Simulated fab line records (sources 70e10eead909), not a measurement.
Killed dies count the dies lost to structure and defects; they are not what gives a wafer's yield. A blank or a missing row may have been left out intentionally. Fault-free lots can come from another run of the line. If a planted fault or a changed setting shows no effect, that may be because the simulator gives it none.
fab line records	flow nand-harc
record lots=14	wafers=42	last-day=24
route steps=1159 shown A_BONDPAD@1093 THIN_TSV@1115
lots with no fault: from the same line, run without faults
start-h: hours from the record's opening day to when the first of the lot's shown wafers began	wait-h: hours since the lot's step before	" as in the row above	L1.1+2: a row that stands for several wafers	- either no value or no given start	* or withheld: withheld	< > ~ a bound
route shown NAME@n: a module of which the file shows steps, and the number in the route of the first	usual: mean and standard deviation over wafers with no fault	same: alike in all rows	chamber/n: place in a boat	sites: readings site by site	_std_site: the standard deviation of these	_edge_site: outer sites' mean less inner sites'	radius-mm: for every site, how far away it sits from the centre of the wafer	mask NAME#n: copy n	behind: the most recent tool/chamber to have shaped the wafer	hold: cause of the lot's hold/its duration in hours/its outcome	device: names the non-switching transistor (n, p or np)	end of line: the tests these same wafers got at the end of their route	where a step has no rows: the recipe by itself	killed: at the first sort, the dies lost to defects and structure; wafer yield is something else	map: shows each die of a wafer: x if killed, . if not, _ if none is there
set.NAME: the setting the step ran with; set.NAME@STEP: the setting that earlier step ran with	model.NAME: the simulator's own value behind a step, which no gauge read
route steps across a sampled set of lots; one table per step, one row per wafer
services: the hour from which a tool's chamber was out of use, counted from the record's first day as start-h (under 0 if before that day), plus the number of hours and why
## steps
# step NHARC_A_BONDPAD_INSPECT_23
# usual raw-defect-count=496/140
lot.wafer	tool	chamber	start-h	wait-h	raw-defect-count
L611.1	defect-inspect-01	-	426.08	0.0	301
L611.2	"	-	"	"	358
L611.5	"	-	"	"	289
L610.3	defect-inspect-02	-	426.32	0.0	526
L610.4	"	-	"	"	765
L610.5	"	-	"	"	823
L608.1	defect-inspect-01	-	426.41	0.0	498
L608.2	"	-	"	"	403
L608.6	"	-	"	"	364
L609.1	defect-inspect-02	-	427.75	0.1	481
L609.4	"	-	"	"	432
L609.5	"	-	"	"	481
L613.1	defect-inspect-01	-	439.31	0.0	713
L613.4	"	-	"	"	382
L613.6	"	-	"	"	444
L616.2	defect-inspect-02	-	448.89	0.0	600
L616.5	"	-	"	"	530
L616.6	"	-	"	"	469
L618.1	defect-inspect-01	-	465.84	0.0	354
L618.5	"	-	"	"	518
L618.6	"	-	"	"	512
L614.1	defect-inspect-02	-	470.80	0.0	636
L614.2	"	-	"	"	523
L614.5	"	-	"	"	496
L619.1	defect-inspect-01	-	475.70	0.0	561
L619.2	"	-	"	"	634
L619.4	"	-	"	"	544
L624.1	defect-inspect-02	-	510.37	0.0	425
L624.3	"	-	"	"	416
L624.6	"	-	"	"	584
L625.1	defect-inspect-02	-	515.69	0.0	564
L625.3	"	-	"	"	448
L625.5	"	-	"	"	457
L628.3	defect-inspect-02	-	518.70	0.0	366
L628.5	"	-	"	"	529
L628.6	"	-	"	"	592
L630.1	defect-inspect-02	-	532.94	0.0	456
L630.2	"	-	"	"	446
L630.6	"	-	"	"	662
L629.1	defect-inspect-02	-	541.54	0.0	588
L629.4	"	-	"	"	553
L629.6	"	-	"	"	343
# step NHARC_THIN_TSV_DEVELOP_11
# recipe time-s=70
# usual chill-plate-temp-C=23.00/0.11	exhaust-pa=44.9/0.91
lot.wafer	tool	chamber	start-h	wait-h	chill-plate-temp-C	exhaust-pa
L611.1	litho-track-05	0	440	-	22.85	46.5
L611.2	"	0	"	"	23.02	45.1
L611.5	"	0	"	"	22.98	43.7
L610.3	litho-track-03	0	442	-	22.87	44.8
L610.4	"	0	"	"	22.97	45.9
L610.5	"	0	"	"	23.13	45.2
L608.1	litho-track-03	0	443	-	23.11	45.1
L608.2	"	0	"	"	23.06	43.6
L608.6	"	0	"	"	23.06	44.9
L609.1	litho-track-05	0	444	-	22.98	45.8
L609.4	"	0	"	"	22.99	46.3
L609.5	"	0	"	"	22.86	46.0
L613.1	litho-track-02	0	452	-	23.10	44.0
L613.4	"	0	"	"	23.05	44.4
L613.6	"	0	"	"	22.88	44.1
L616.2	litho-track-05	0	463	-	22.93	46.0
L616.5	"	0	"	"	22.95	45.2
L616.6	"	0	"	"	22.97	45.3
L614.1	litho-track-02	0	479	-	23.16	43.7
L614.2	"	0	"	"	22.82	44.3
L614.5	"	0	"	"	22.95	45.6
L618.1	litho-track-03	0	480	-	23.06	44.1
L618.5	"	0	"	"	23.02	44.0
L618.6	"	0	"	"	22.93	44.3
L619.1	litho-track-02	0	490	-	23.08	45.4
L619.2	"	0	"	"	22.98	44.6
L619.4	"	0	"	"	22.95	45.8
L624.1	litho-track-05	-	524	-	-	-
L624.3	"	-	"	"	-	-
L624.6	"	-	"	"	-	-
L625.1	litho-track-02	-	525	-	-	-
L625.3	"	-	"	"	-	-
L625.5	"	-	"	"	-	-
L628.3	litho-track-05	0	532	-	22.88	46.3
L628.5	"	0	"	"	22.95	45.6
L628.6	"	0	"	"	23.03	45.0
L630.1	litho-track-05	0	545	-	23.13	44.1
L630.2	"	0	"	"	23.16	45.7
L630.6	"	0	"	"	23.20	44.1
L629.1	litho-track-02	0	556	-	23.13	45.6
L629.4	"	0	"	"	22.95	45.8
L629.6	"	0	"	"	23.11	43.2
# step NHARC_THIN_TSV_ETCHBACK_48
# recipe target-depth-a=10285	over-etch-frac=0.3	time-s=405.17	ion-energy-ev=250	c4f8-flow-sccm=withheld	ar-flow-sccm=withheld	rf-w=600	bias-w=300	chemistry=C4F8/Ar
# usual oes-product-au=0.96/0.038	rf-vpp-V=548/3.3
lot.wafer	tool	chamber	start-h	wait-h	oes-product-au	rf-hours-counter-h	rf-vpp-V
L611.2	rie-diel-02	2	443.15	-	0.92	6	547
L611.1	"	3	"	"	0.92	7	549
L611.5	"	2	"	"	0.93	-	547
L610.3	rie-diel-02	2	445.11	-	0.93	7	546
L610.4	"	3	"	"	0.92	7	551
L610.5	"	1	"	"	0.93	-	553
L608.2	rie-diel-02	3	446.32	-	0.92	8	549
L608.1	"	0	"	"	0.94	8	546
L608.6	"	0	"	"	0.93	-	547
L609.1	rie-diel-05	1	447.21	-	0.92	10	550
L609.4	"	2	"	"	0.92	10	550
L609.5	"	3	"	"	0.92	-	544
L613.4	rie-diel-05	1	454.72	0.4	0.98	11	550
L613.1	"	3	"	"	0.98	11	543
L613.6	"	0	"	"	0.98	-	547
L616.2	rie-diel-02	0	466.23	-	0.94	10	549
L616.6	"	1	"	"	0.93	-	552
L616.5	"	2	"	"	0.93	-	547
L614.1	rie-diel-02	0	481.93	-	1.00	11	548
L614.2	"	2	"	"	1.01	9	546
L614.5	"	3	"	"	1.00	-	549
L618.1	rie-diel-05	0	482.98	-	0.91	14	546
L618.5	"	0	"	"	0.92	-	548
L618.6	"	1	"	"	0.92	-	549
L619.1	rie-diel-13	0	492.75	-	0.92	3	543
L619.2	"	1	"	"	0.93	3	546
L619.4	"	3	"	"	0.93	3	543
L624.3	rie-diel-13	3	527.24	-	0.93	5	545
L624.1	"	1	"	"	0.92	4	544
L624.6	"	3	"	"	0.92	-	545
L625.3	rie-diel-13	3	528.07	-	1.00	5	543
L625.1	"	2	"	"	1.00	5	551
L625.5	"	0	"	"	1.00	-	542
L628.3	rie-diel-05	3	535.29	-	1.00	0	544
L628.5	"	1	"	"	1.00	-	549
L628.6	"	2	"	"	0.99	-	549
L630.2	rie-diel-02	2	547.66	-	0.92	3	548
L630.1	"	1	"	"	0.93	3	553
L630.6	"	2	"	"	0.92	-	546
L629.1	rie-diel-02	3	558.78	-	1.02	2	551
L629.4	"	1	"	"	1.02	3	553
L629.6	"	2	"	"	1.01	-	547
# step NHARC_THIN_TSV_PRE_CLEAN_50
# recipe time-s=30	temp-c=280	gas=H2/He
# usual heater-power-w=430/42
lot.wafer	tool	chamber	start-h	wait-h	heater-power-w
L611.2	pvd-sputter-01	-	-	-	463
L611.1	"	-	"	"	459
L611.5	"	-	"	"	449
L610.4	pvd-sputter-01	-	-	-	461
L610.3	"	-	"	"	427
L610.5	"	-	"	"	457
L608.2	pvd-sputter-02	-	-	-	363
L608.1	"	-	"	"	546
L608.6	"	-	"	"	363
L609.1	pvd-sputter-01	-	-	-	436
L609.4	"	-	"	"	457
L609.5	"	-	"	"	466
L613.4	pvd-sputter-01	-	-	-	413
L613.1	"	-	"	"	459
L613.6	"	-	"	"	419
L616.2	pvd-sputter-01	-	-	-	456
L616.5	"	-	"	"	457
L616.6	"	-	"	"	406
L614.1	pvd-sputter-02	-	-	-	450
L614.2	"	-	"	"	533
L614.5	"	-	"	"	360
L618.1	pvd-sputter-02	-	-	-	357
L618.5	"	-	"	"	364
L618.6	"	-	"	"	452
L619.1	pvd-sputter-03	-	-	-	409
L619.4	"	-	"	"	367
L619.2	"	-	"	"	434
L624.1	pvd-sputter-02	-	-	-	455
L624.3	"	-	"	"	468
L624.6	"	-	"	"	453
L625.3	pvd-sputter-03	-	-	-	413
L625.1	"	-	"	"	439
L625.5	"	-	"	"	400
L628.3	pvd-sputter-02	-	-	-	345
L628.6	"	-	"	"	550
L628.5	"	-	"	"	461
L630.1	pvd-sputter-03	-	-	-	400
L630.2	"	-	"	"	365
L630.6	"	-	"	"	416
L629.4	pvd-sputter-02	-	-	-	446
L629.1	"	-	"	"	450
L629.6	"	-	"	"	535
## services
tool	chamber	start-h	hours	kind
rie-diel-02	0	434.99	-	clean
rie-diel-02	1	434.99	-	clean
rie-diel-02	2	434.99	-	clean
rie-diel-02	3	434.99	-	clean
rie-diel-13	-	453.00	9.0	pm
pvd-sputter-03	-	458.00	10.0	pm
rie-diel-02	0	459.49	-	clean
rie-diel-02	1	459.49	-	clean
rie-diel-02	2	459.49	-	clean
rie-diel-02	3	459.49	-	clean
rie-diel-05	1	466.88	7.2	repair
rie-diel-02	0	483.99	-	clean
rie-diel-02	1	483.99	-	clean
rie-diel-02	2	483.99	-	clean
rie-diel-02	3	483.99	-	clean
rie-diel-02	0	494.94	3.1	repair
rie-diel-13	1	499.79	8.0	repair
rie-diel-02	-	504.99	9.0	pm
rie-diel-02	0	504.99	9.0	vent-cycle
rie-diel-02	1	504.99	9.0	vent-cycle
pvd-sputter-01	-	514.01	10.0	pm
litho-track-02	-	515.00	7.0	pm
pvd-sputter-02	-	516.20	1.8	repair
rie-diel-05	-	517.80	9.0	pm
## key
first-sign step=NHARC_THIN_TSV_DEVELOP_11	reading=tool-record	direction=missing
effect none on later readings
met-at NHARC_THIN_TSV_DEVELOP_11
struck-lots L624,L625
later-rows-left-out L624.1,L624.3,L624.6,L625.1,L625.3,L625.5
sort-left-out L624.1,L624.3,L624.6,L625.1,L625.3,L625.5
not-acting-at NHARC_A_BONDPAD_INSPECT_23,NHARC_THIN_TSV_ETCHBACK_48,NHARC_THIN_TSV_PRE_CLEAN_50
onset-between 490 524
fault kind=skipped-step-whole	tool=litho-track-02,litho-track-05	chamber=-	onset-h=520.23	steps=NHARC_THIN_TSV_DEVELOP_11	scope=struck-lots-only
# sort-left-out: the simulated sort isn't trusted on such a fault, so these wafers' sort isn't shown, and their yield isn't known
# later-rows-left-out: the simulator's readings of these wafers behind a module that went badly wrong aren't trusted and aren't shown, but for the sort
